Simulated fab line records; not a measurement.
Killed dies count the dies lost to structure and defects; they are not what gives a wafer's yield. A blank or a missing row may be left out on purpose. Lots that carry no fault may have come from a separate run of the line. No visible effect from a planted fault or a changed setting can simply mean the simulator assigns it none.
A struck lot beside a sound one :: flow n5 finfet :: 37 steps out of a route of 1938
Sound: these wafers, L631.1, L631.3, L631.5. Wafers L622.2, L622.4, L622.5 were the ones struck. The cause comes at the end.
For every step that has rows: the tool of each side, followed by ch and its chambers, followed by its first start. Under that, the readings that differ: sound wafers :: struck wafers :: difference of the means :: sigmas: that difference in standard deviations of wafers without a fault.
alike: readings with means less than 2 such deviations apart, plus words and numbers identical on both sides. not compared: withheld readings, readings lacking a value on some wafer, bounds such as >300 that could conceal the same value, and numbers that have no deviation in the record and whose values overlap.
A row with sigmas, a row that says differs or no value, or rows on one side alone: a step with any of these is where the two part. When numbers do not overlap yet have no deviation, they are printed without sigmas and do not part them. A reading missing from all wafers of one side parts the sides only when that side holds two or more wafers.

first, 9 steps without rows for these wafers: N5_BEOL_M5_ANNEAL_89 (time 1800 s); N5_BEOL_M5_SPUTTER_90 (material Cu, target thk 4.5 nm, time 8.29 s); N5_BEOL_M5_ECD_50 (material Cu, target thk 300 nm); N5_BEOL_M5_ANNEAL_51 (time 90 s); N5_BEOL_M5_CMP_52 (polishes, stops on SiCOH lowk, t overpolish 6.9 s, target thk 62 nm); N5_BEOL_M5_PRE_CLEAN_77 (time 15 s); N5_BEOL_M5_CO_CAP_78 (material Co, precursor CCTBA/H2, target thk 2 nm, time 102.1 s); N5_BEOL_M5_PRE_CLEAN_55 (time 15 s); N5_BEOL_M5_DEP_56 (deposits SiCN from 3MS/NH3, target thk 8 nm, time 14 s).
N5_BEOL_M6_ILD_DEP_00: deposits SiCOH lowk from DEMS/porogen, target thk 179.75 nm, time 33.4 s.
  sound on pecvd-04 ch 1,2, day 14 01:24; struck on pecvd-02 ch 1,2, day 11 21:05
reading: throttle valve pct (%)
sound: 14.1 14.2 14.7
struck: 13.1 13.0 13.8
difference: -1.0
sigmas: -2

reading: model.SiCOH_lowk_of_BEOL_M6_ILD_DEP_00.thk nm (nm)
sound: 175.8 176 178.2
struck: 184.4 190 191.6
difference: +12.0
sigmas: 
  alike: heater power w, showerhead plenum p Torr
then, 1 step without rows for these wafers: N5_BEOL_M6_CURE_74 (cures SiCOH lowk, time 240 s).
N5_BEOL_M6_THK_MEAS_01:
  sound: film metro-01 at day 14 01:59; struck: film metro-02 at day 11 21:39
reading: M6_ILD_THK (nm)
sound: 151.5 151.8 153.6
struck: 159.2 163.9 165.2
difference: +10.5
sigmas: +5
then, 23 steps without rows for these wafers: N5_BEOL_M6_PECVD_70 (deposits SiO2 from TEOS/O2, target thk 20 nm, time 22.7 s); N5_BEOL_M6_HM_DEP_02 (deposits TiN, target thk 20 nm); N5_BEOL_M6_COAT_59 (time 60 s, resist thk 100 nm); N5_BEOL_M6_COAT_60 (time 60 s, resist thk 35 nm); N5_BEOL_M6_COAT_05 (resist thk 90 nm); N5_BEOL_M6_EBR_07; N5_BEOL_M6_SOFTBAKE_06 (time 60 s); N5_BEOL_M6_EXPOSE_08 (exposes mask M6); N5_BEOL_M6_PEB_09 (peb time 60 s); N5_BEOL_M6_DEVELOP_10 (develop time 30 s); N5_BEOL_M6_DESCUM_16 (chemistry O2, time 7.9 s); N5_BEOL_M6_ETCH_61 (etches SiARC in CF4, target depth 45.5 nm, time 75.8 s); N5_BEOL_M6_ETCH_62 (etches SOC in N2/H2, target depth 110 nm, overetch 22 nm, time 165 s); N5_BEOL_M6_STRIP_68 (strips in N2/H2); N5_BEOL_M6_STRIP_67 (strips in CF4); N5_BEOL_M6_HM_OPEN_17 (chemistry Cl2/BCl3, target TiN, target depth 20 nm, overetch 6 nm); N5_BEOL_M6_STRIP_19 (strips in O2); N5_BEOL_M6_COAT_63 (time 60 s, resist thk 60 nm); N5_BEOL_M6_COAT_64 (time 60 s, resist thk 12 nm); N5_BEOL_M6_COAT_71 (time 60 s, resist thk 5 nm); N5_BEOL_M6_COAT_22 (resist thk 30 nm); N5_BEOL_M6_EBR_24; N5_BEOL_M6_SOFTBAKE_23 (time 60 s).
N5_BEOL_M6_CMP_52: polishes, stops on SiCOH lowk, t overpolish 6.9 s, target thk 80 nm.
  sound on cmp-02 ch 0,3, day 14 10:58; struck on cmp-04 ch 0,2, day 12 05:13
reading: model.SiCOH_lowk_of_BEOL_M6_ILD_DEP_00.thk nm (nm)
sound: 148.6 148.8 150.6
struck: 156.2 161 162.4
difference: +10.5
sigmas: 
  alike: barrier field endpoint s, edge zone pressure frac, motor current A, overpolish run s, time to endpoint s
after that, 1 step had no rows for these wafers: N5_PASSIVATION_PROBE_49.

## WHERE THEY PART
Last at N5_BEOL_M6_THK_MEAS_01 as far as this record goes, first at N5_BEOL_M6_ILD_DEP_00. Later steps at which nothing parts them and some readings are alike: N5_BEOL_M6_CMP_52.

WHY: the cause the simulator had injected
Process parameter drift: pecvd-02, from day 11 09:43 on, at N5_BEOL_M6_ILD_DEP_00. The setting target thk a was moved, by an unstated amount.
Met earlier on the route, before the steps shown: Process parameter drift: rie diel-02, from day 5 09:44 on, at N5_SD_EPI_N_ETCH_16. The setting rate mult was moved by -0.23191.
